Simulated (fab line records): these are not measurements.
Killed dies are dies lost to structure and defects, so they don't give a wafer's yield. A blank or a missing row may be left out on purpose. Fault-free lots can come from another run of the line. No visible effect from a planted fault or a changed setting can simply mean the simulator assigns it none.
Chamber matching	flow n5 finfet	N5_DUMMY_GATE_HM_OPEN_21 on rie diel-02 has 4 sister chambers
The step chemistry CH3F/O2, target SiNx, target depth 120 nm, time 171.4 s. 4 wafers are shown with their chamber, then 7 later ones without.

WAFERS WITH THEIR CHAMBER
wafer	chamber	throttle valve pct (%)
L091.3	1	16.32
L091.4	3	16.11
L094.2	2	16.48
L094.4	0	16.12

WAFERS WITH NO CHAMBER GIVEN
wafer	throttle valve pct (%)
L094.5	16.46
L095.1	16.13
L095.3	16.46
L095.6	16.33
L097.1	16.49
L097.2	16.34
L097.5	16.48

THE CHAMBER EACH PASSED THROUGH
wafer	from the rows above	in truth
L094.5	2	2
L095.1	can't be placed: 0 or 3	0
L095.3	2	2
L095.6	1	1
L097.1	2	2
L097.2	1	1
L097.5	2	2
Correctly placed: 6 of 7. Can't be placed from these rows: 1 (the true chamber is among the candidates in 1). Number placed wrongly: 0.
How it was worked out, from the rows above alone: a wafer's distance from a chamber is the root of the sum, over the readings, of the square of ((its reading less the chamber's mean) divided by the reading's scatter). The wafer belongs to the nearest chamber; if the next one is less than 2 further off, it can't be placed. Each chamber's mean is taken over the wafers shown for it. The scatter: root of mean squared gap, hidden wafer to nearest shown wafer, with one shown wafer a chamber.
